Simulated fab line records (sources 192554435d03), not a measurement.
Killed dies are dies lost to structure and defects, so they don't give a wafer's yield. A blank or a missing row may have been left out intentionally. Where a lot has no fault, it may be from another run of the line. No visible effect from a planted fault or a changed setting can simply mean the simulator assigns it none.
Lot-split experiment | flow n5Finfet | 7 lots, 21 wafers read, on a route of 1938 steps

THE SPLIT ITSELF
At N5_BEOL_M5_COAT_66 (time 60 s, resist thk 12 nm), the setting spinRpm was moved away from the recipe's 1500 rpm on 9 of the 21 wafers read, by -10.4% to +11.0%. For the rest of the wafers, this setting stayed at what the recipe calls for.

FROM THE SPLIT TO THE READING: what the file shows between them, 5 steps
- N5_BEOL_M5_COAT_74: time 60 s, resist thk 5 nm (also split here: spinRpm)
- N5_BEOL_M5_COAT_22: resist thk 30 nm
- N5_BEOL_M5_EBR_24
- N5_BEOL_M5_DESCUM_33: chemistry O2, time 7 s
- N5_BEOL_M5_ETCH_75: etches underlayer in N2/H2, target depth 6.5 nm, time 5.2 s

THE READING
etch.depthNm (the simulator's own value, which no gauge read), in nm, at N5_BEOL_M5_ETCH_67 (etches SiARC in CF4, target depth 15.6 nm, time 26 s). No usual value for it is given in the file. Here, 12 wafers ran the recipe; their average is 11.96 nm with a standard deviation of 0.044 nm.

wafer  | tool, chamber at the split | spinRpm as run, rpm | against the recipe | etch.depthNm, nm | against lot-mates on the recipe
L074.1 | lithoTrack-04, 0           | 1500                | recipe             | 11.98            | -
L074.3 | lithoTrack-04, 0           | 1500                | recipe             | 11.95            | -
L074.5 | lithoTrack-04, 0           | 1344                | -10.4%             | 12.67            | +0.71
L075.3 | lithoTrack-04, 0           | 1500                | recipe             | 11.92            | -
L075.5 | lithoTrack-04, 0           | 1500                | recipe             | 11.92            | -
L075.4 | lithoTrack-04, 0           | 1500                | recipe             | 11.89            | -
L079.2 | lithoTrack-05, 0           | 1500                | recipe             | 11.93            | -
L079.4 | lithoTrack-05, 0           | 1500                | recipe             | 11.96            | -
L079.6 | lithoTrack-05, 0           | 1500                | recipe             | 11.92            | -
L082.2 | lithoTrack-01, 0           | 1571                | +4.7%              | 11.75            | -0.31
L082.5 | lithoTrack-01, 0           | 1500                | recipe             | 12.06            | -
L082.6 | lithoTrack-01, 0           | 1571                | +4.7%              | 11.79            | -0.27
L086.2 | lithoTrack-04, 0           | 1412                | -5.9%              | 12.39            | +0.39
L086.4 | lithoTrack-04, 0           | 1412                | -5.9%              | 12.36            | +0.36
L086.6 | lithoTrack-04, 0           | 1500                | recipe             | 12               | -
L091.1 | lithoTrack-05, 0           | 1665                | +11.0%             | 11.31            | -0.64
L091.3 | lithoTrack-05, 0           | 1665                | +11.0%             | 11.31            | -0.64
L091.4 | lithoTrack-05, 0           | 1500                | recipe             | 11.95            | -
L092.2 | lithoTrack-04, 0           | 1560                | +4.0%              | 11.73            | -0.26
L092.3 | lithoTrack-04, 0           | 1560                | +4.0%              | 11.76            | -0.23
L092.6 | lithoTrack-04, 0           | 1500                | recipe             | 11.99            | -

THE FIT
A straight line over all 21 wafers: etch.depthNm changes by -0.0614 nm for each +1% of spinRpm; r = -0.99; the points scatter about the line by 0.052 nm.
The same after taking each lot's own level away (the mean of its wafers on the recipe; 21 wafers): -0.0618 nm for each +1%; r = -1.00; scatter 0.022 nm.
The reading moves by 0.68 nm for the largest change in spinRpm, on that fit.
Measured against the standard deviation above, the lots' own levels, which go from 11.910 to 12.060 nm, span 3.4 times it.
The two slopes agree, so the slope changes little with the lot-to-lot level.
Check: with one of the wafers moved furthest among these (+11.0%) left out of the fit, the line predicts -0.683 nm for it against its lot-mates. Against them it came out at -0.64 nm.

OTHER SPLITS ON THESE WAFERS
These wafers also went through other splits before the reading. Each is held against what the fit with the lots' levels taken away leaves over:
other split on the same wafers    | wafers away from the commonest value | r with etch.depthNm (lot level and that fit taken away)
N5_BEOL_M3_DESCUM_33 timeS        | 9                                    | +0.22
N5_BEOL_M4_TRENCH_ETCH_37 sourceW | 5                                    | -0.27
N5_BEOL_M5_COAT_74 spinRpm        | 11                                   | +0.12

THE WHOLE CHAIN: every reading that the file lists as answering this split, in the file's order
step               | what it does                                         | reading                                                                           | change (the file's fit)                | r (the file's)
N5_BEOL_M5_COAT_66 | time 60 s, resist thk 12 nm                          | SiARC_of_BEOL_M5_COAT_66.thkNm (the simulator's own value, which no gauge read)   | -0.0561 nm for each +1% of the setting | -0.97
N5_BEOL_M5_ETCH_67 | etches SiARC in CF4, target depth 15.6 nm, time 26 s | CAR-EUV_of_BEOL_M5_COAT_22.thkNm (the simulator's own value, which no gauge read) | +0.0576 nm for each +1% of the setting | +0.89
N5_BEOL_M5_ETCH_67 | etches SiARC in CF4, target depth 15.6 nm, time 26 s | etch.depthNm (the simulator's own value, which no gauge read)                     | -0.0624 nm for each +1% of the setting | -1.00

THE FILE'S OWN FIT
etch.depthNm changes by -0.0624 nm for each +1% of spinRpm, r = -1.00.
